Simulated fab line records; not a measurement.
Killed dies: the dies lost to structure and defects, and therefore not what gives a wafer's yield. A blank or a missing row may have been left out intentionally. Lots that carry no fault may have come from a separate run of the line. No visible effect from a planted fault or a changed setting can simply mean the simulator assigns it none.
8D (eight disciplines) problem report, filled in by code	flow n5_finfet	the parts of the form that need people (team, actions taken, sign-off) are left out

1. WHAT IS WRONG
run_length_s at N5_BEOL_M1_ETCH_70 reads a mean of 118.5 s on 3 wafers of 2 lots; wafers without a fault read 143.3 s with a standard deviation of 0.52. That is -48 standard deviations from the usual mean.
The step: etches SOC in N2/H2, target depth 80 nm, overetch 16 nm, time 120 s.
Earliest sighting: wafer L975.4 on rie_diel-03 at day 8 23:05. The record has a number at this step for 12 wafers belonging to 4 lots. Rule for "out", or "out of limits": more than 4 standard deviations from the usual mean. Any other wafer with a number is counted as sound.

2. WHAT IT IS, WHAT IT ISN'T
question	is	is not
which readings at this step	run_length_s	rf_vpp_V, showerhead_plenum_p_Torr, throttle_valve_pct
which lots	L975, L977	L968, L982
which wafers of those lots	L975.4, L977.4, L977.5	L975.1, L975.6, L977.1
read on which tools	rie_diel-03	rie_diel-01
when	from day 8 23:05	up to then (5 sound wafers); but 4 sound wafers of L977, L982 came after

3. SUSPECTS, AND WHAT RULES EACH OUT
Counting: if a tool at a process step up to the reading ran every lot that is out, it stays a suspect. Sound lots after the first of them don't rule it out here, since some wafers of a struck lot are sound.
- rie_diel-03 at N5_BEOL_M1_ETCH_70 (etches SOC in N2/H2, target depth 80 nm, overetch 16 nm, time 120 s): kept. Every lot that is out went through it, the first being L975 (day 8 23:05); the last sound lot it ran before that was L968 (day 7 08:28). On those wafers its own readings are out: run_length_s.
Remaining after the count: rie_diel-03 at N5_BEOL_M1_ETCH_70.

4. THE CAUSE (what the simulator had put in)
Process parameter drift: rie_diel-03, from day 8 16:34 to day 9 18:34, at N5_BEOL_M1_ETCH_70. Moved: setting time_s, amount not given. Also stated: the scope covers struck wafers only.
This tool alone remained once counting was done.

5. THE CHAIN OF EFFECTS, in route order
Each row: a reading where the mean over the struck wafers with a number is more than 3 standard deviations away from the usual. Only readings whose record carries a usual standard deviation are examined. hours: median over the lots of the time between each lot's start at the first step of this table that gives one and its start at this step. sigmas: the change, counted in usual standard deviations.
hours	step	reading	usual	on struck wafers	change	sigmas
0	N5_BEOL_M1_ETCH_70	run_length_s	143.3 s	118.5	-24.8	-48
Here are the process steps it includes:
- N5_BEOL_M1_ETCH_70: etches SOC in N2/H2, target depth 80 nm, overetch 16 nm, time 120 s.
Readings that are blank on the struck wafers while sound wafers have them: rf_fwd_power_W at N5_BEOL_M1_ETCH_70.
Later steps that measure or inspect, where all struck wafers having a row at the step show a number for every such reading and not one has moved that far: N5_BEOL_M4_RC_MEAS_101.

6. HOW IT WOULD HAVE BEEN CAUGHT EARLIER
First out-of-limits reading in this record: day 8 23:05, which is 7 hours after fault onset at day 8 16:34.
